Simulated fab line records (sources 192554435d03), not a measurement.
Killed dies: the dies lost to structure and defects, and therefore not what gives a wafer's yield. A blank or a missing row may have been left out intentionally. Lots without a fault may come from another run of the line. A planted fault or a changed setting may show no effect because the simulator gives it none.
Chamber matching / flow n5Finfet / rieDiel-01 running N5_BEOL_M12_ETCH_38: 4 sister chambers
The step etches SiCN in CF4/N2, target depth 68.7 nm, time 73.4 s. 8 wafers are shown with their chamber, then 8 later ones without.

## WAFERS, EACH WITH ITS CHAMBER
wafer=L078.1; chamber=2; drypumpMotorCurrentA (A)=5.1; showerheadPlenumPTorr (Torr)=2.31
wafer=L078.2; chamber=3; drypumpMotorCurrentA (A)=6.5; showerheadPlenumPTorr (Torr)=2.32
wafer=L081.2; chamber=0; drypumpMotorCurrentA (A)=5.7; showerheadPlenumPTorr (Torr)=2.17
wafer=L081.5; chamber=1; drypumpMotorCurrentA (A)=5.7; showerheadPlenumPTorr (Torr)=2.16
wafer=L086.2; chamber=3; drypumpMotorCurrentA (A)=6.5; showerheadPlenumPTorr (Torr)=2.32
wafer=L086.4; chamber=2; drypumpMotorCurrentA (A)=5.1; showerheadPlenumPTorr (Torr)=2.30
wafer=L086.6; chamber=1; drypumpMotorCurrentA (A)=5.7; showerheadPlenumPTorr (Torr)=2.16
wafer=L088.1; chamber=0; drypumpMotorCurrentA (A)=5.6; showerheadPlenumPTorr (Torr)=2.16

## WAFERS WHOSE CHAMBER IS MISSING
wafer=L088.2; drypumpMotorCurrentA (A)=5.1; showerheadPlenumPTorr (Torr)=2.30
wafer=L088.4; drypumpMotorCurrentA (A)=5.7; showerheadPlenumPTorr (Torr)=2.15
wafer=L087.1; drypumpMotorCurrentA (A)=5.6; showerheadPlenumPTorr (Torr)=2.16
wafer=L087.3; drypumpMotorCurrentA (A)=6.5; showerheadPlenumPTorr (Torr)=2.31
wafer=L087.5; drypumpMotorCurrentA (A)=6.5; showerheadPlenumPTorr (Torr)=2.31
wafer=L096.1; drypumpMotorCurrentA (A)=5.6; showerheadPlenumPTorr (Torr)=2.16
wafer=L096.2; drypumpMotorCurrentA (A)=6.5; showerheadPlenumPTorr (Torr)=2.31
wafer=L096.6; drypumpMotorCurrentA (A)=5.8; showerheadPlenumPTorr (Torr)=2.15

## WHICH CHAMBER EACH ONE RAN IN
wafer=L088.2; from the rows above=2; in truth=2
wafer=L088.4; from the rows above=can't be placed: 1 or 0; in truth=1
wafer=L087.1; from the rows above=can't be placed: 0 or 1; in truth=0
wafer=L087.3; from the rows above=3; in truth=3
wafer=L087.5; from the rows above=3; in truth=3
wafer=L096.1; from the rows above=can't be placed: 0 or 1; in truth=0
wafer=L096.2; from the rows above=3; in truth=3
wafer=L096.6; from the rows above=can't be placed: 1 or 0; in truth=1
4 of 8 placed correctly. These rows do not allow placing 4 (true chamber among the candidates in 4). Number placed wrongly: 0.
How it was worked out, from the rows above alone: a wafer's distance from a chamber is the root of the sum, over the readings, of the square of ((its reading less the chamber's mean) divided by the reading's scatter). If the next closest chamber is less than 2 further off than the closest, the wafer can't be placed; otherwise it belongs to the closest. For every chamber, the mean is computed from those of its wafers that are shown. The scatter: take each reading less its chamber's mean, square it, sum over the shown wafers, divide by the number of wafers less the number of chambers, and take the root.
